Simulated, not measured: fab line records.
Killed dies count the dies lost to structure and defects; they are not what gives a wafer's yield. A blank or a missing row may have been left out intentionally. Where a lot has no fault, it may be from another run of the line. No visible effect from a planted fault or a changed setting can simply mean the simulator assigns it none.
Chamber matching :: flow n5_finfet :: rie_diel-04 running N5_PASSIVATION_VIA_ETCH_13: 4 sister chambers
The step etches SiO2 in CHF3/O2, target depth 660 nm, time 330 s. 4 wafers are shown with their chamber, then 9 later ones without.

== WAFERS PAIRED WITH THEIR CHAMBERS ==
wafer: L086.4
chamber: 3
showerhead_plenum_p_Torr (Torr): 2.52

wafer: L088.3
chamber: 0
showerhead_plenum_p_Torr (Torr): 2.35

wafer: L089.1
chamber: 1
showerhead_plenum_p_Torr (Torr): 2.49

wafer: L089.6
chamber: 2
showerhead_plenum_p_Torr (Torr): 2.44

== WAFERS WITHOUT THEIR CHAMBER ==
wafer: L092.3
showerhead_plenum_p_Torr (Torr): 2.44

wafer: L092.5
showerhead_plenum_p_Torr (Torr): 2.52

wafer: L092.6
showerhead_plenum_p_Torr (Torr): 2.34

wafer: L097.4
showerhead_plenum_p_Torr (Torr): 2.48

wafer: L097.5
showerhead_plenum_p_Torr (Torr): 2.51

wafer: L097.6
showerhead_plenum_p_Torr (Torr): 2.34

wafer: L096.2
showerhead_plenum_p_Torr (Torr): 2.43

wafer: L096.3
showerhead_plenum_p_Torr (Torr): 2.34

wafer: L096.5
showerhead_plenum_p_Torr (Torr): 2.48

== CHAMBER TAKEN BY EACH ==
wafer: L092.3
from the rows above: 2
in truth: 2

wafer: L092.5
from the rows above: 3
in truth: 3

wafer: L092.6
from the rows above: 0
in truth: 0

wafer: L097.4
from the rows above: 1
in truth: 1

wafer: L097.5
from the rows above: can't be placed: 3 or 1
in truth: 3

wafer: L097.6
from the rows above: 0
in truth: 0

wafer: L096.2
from the rows above: 2
in truth: 2

wafer: L096.3
from the rows above: 0
in truth: 0

wafer: L096.5
from the rows above: 1
in truth: 1
Correctly placed: 8 of 9. Can't be placed from these rows: 1 (the true chamber is among the candidates in 1). 0 placed wrongly.
How it was worked out, from the rows above alone: a wafer's distance from a chamber is the root of the sum, over the readings, of the square of ((its reading less the chamber's mean) divided by the reading's scatter). If the next closest chamber is less than 2 further off than the closest, the wafer can't be placed; otherwise it belongs to the closest. A chamber's mean is the mean of its shown wafers. The scatter: with one shown wafer a chamber, the root of the mean of the squares of how far each hidden wafer lies from its nearest shown one.
